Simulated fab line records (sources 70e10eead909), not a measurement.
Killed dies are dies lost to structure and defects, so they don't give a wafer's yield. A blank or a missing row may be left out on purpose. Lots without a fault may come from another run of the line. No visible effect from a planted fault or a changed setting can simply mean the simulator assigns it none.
Problem report in the 8D (eight disciplines) form, filled by code ; flow nand_harc ; the parts of the form that need people (team, actions taken, sign-off) are left out

== 1. WHAT IS WRONG ==
Mean of killed_at_periphery at NHARC_END_SORT_01: 647.0 across 2 wafers in 2 lots; on wafers with no fault it is 2.9 (standard deviation 2.2). That is +99 or more standard deviations from the usual mean.
The first sign was on wafer L919.3 at day 23 07:44, on prober-01. Wafers with a number at this step in the record: 15, from 5 lots. By rule, "out" or "out of limits" means more than 4 standard deviations away from the usual mean. The rest of the wafers with a number are treated as sound.

== 2. WHAT IT IS, AND WHAT IT ISN'T ==
question;is;is not
which readings at this step;killed_at_periphery, defect_limited_yield, killed_dies, sort_bin_2_pct, sort_n_pass, sort_rim_yield_pct, sort_yield_pct;killed_at_array, killed_at_other, killed_open, killed_short, sort_bin_3_pct
which lots;L919, L920;L903, L907, L911
which wafers of those lots;L919.3, L920.3;L919.4, L919.6, L920.1, L920.2
read on which gauges;prober-01, prober-02;-
when;from day 23 07:44;"up to then (11 sound wafers); but 2 sound wafers of L919 came after"

== 3. WHAT RULES OUT EACH SUSPECT ==
Counting: if a tool at a process step up to the reading ran every lot that is out, it stays a suspect. Sound lots after the first of them don't rule it out here, since some wafers of a struck lot are sound.
- the gauge at NHARC_END_SORT_01 has been ruled out. The wafers that are out were read on 2 gauges (prober-01, prober-02).
- rie_diel-04 at NHARC_P_BONDPAD_ETCH_12 (etches the open film in CHF3/O2, target depth 200 nm, time 100 s): kept. Every lot that is out went through it, the first being L920 (day 10 12:54); the last sound lot it ran before that was L907 (day 7 08:49). Out on those wafers are its own readings of run_length_s.
- pvd_sputter-02 at NHARC_P_BONDPAD_DEGAS_25 (time 60 s): kept. It ran every lot that is out, first L920 (day 10 13:40).
- pvd_sputter-02 at NHARC_P_BONDPAD_PRE_CLEAN_26 (time 30 s): kept. It ran every lot that is out, first L920 (day 23 06:09). With no start given for some of its lots, NHARC_P_BONDPAD_PRE_CLEAN_26 uses the hours and lot order of NHARC_END_SORT_01.
After the count, these remain: rie_diel-04 at NHARC_P_BONDPAD_ETCH_12, pvd_sputter-02 at NHARC_P_BONDPAD_DEGAS_25 and pvd_sputter-02 at NHARC_P_BONDPAD_PRE_CLEAN_26.

== 4. THE CAUSE (what the simulator had put in) ==
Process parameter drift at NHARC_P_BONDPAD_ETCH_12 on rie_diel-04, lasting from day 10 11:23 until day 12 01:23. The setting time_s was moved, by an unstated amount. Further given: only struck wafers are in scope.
Counting left 3 suspects, and this tool is among them.

== 5. SEQUENCE OF EFFECTS, ordered by route ==
Each row: a reading whose mean over the struck wafers that have a number lies more than 3 standard deviations from the usual. Only readings whose record carries a usual standard deviation are examined. hours: median over the lots of the time between each lot's start at the first step of this table that gives one and its start at this step. sigmas: the change, counted in usual standard deviations.
hours;step;reading;usual;on struck wafers;change;sigmas
0;NHARC_P_BONDPAD_ETCH_12;run_length_s;121.40 s;93.78;-27.62;-99
306;NHARC_END_SORT_01;defect_limited_yield;95.1 %;0.0;-95.1;-59
306;NHARC_END_SORT_01;killed_at_periphery;2.9;647.0;+644.1;+99 or more
306;NHARC_END_SORT_01;killed_dies;33;677;+644;+59
306;NHARC_END_SORT_01;sort_bin_2_pct;1.6 %;97.1;+95.5;+99 or more
306;NHARC_END_SORT_01;sort_n_pass;644;0;-644;-59
306;NHARC_END_SORT_01;sort_rim_yield_pct;95.7 %;0.0;-95.7;-34
306;NHARC_END_SORT_01;sort_yield_pct;95.1 %;0.0;-95.1;-59
It contains these process steps:
- NHARC_P_BONDPAD_ETCH_12: etches the open film in CHF3/O2, target depth 200 nm, time 100 s.

== 6. HOW IT WOULD HAVE BEEN CAUGHT EARLIER ==
Counted from the fault's start at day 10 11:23, it took 308 hours until the first out-of-limits reading at a measuring or inspecting step in this record, taken at day 23 07:44.
At NHARC_P_BONDPAD_ETCH_12, the tool's own readings (run_length_s) were out on each struck wafer the step has a row for, so an alarm limit on them would have fired on the first such wafer.
The start of NHARC_P_BONDPAD_ETCH_12 on rie_diel-04 came by day 23 07:44 for every one of the lots that are out (2). None of them would have been spared by holding the tool at that moment.
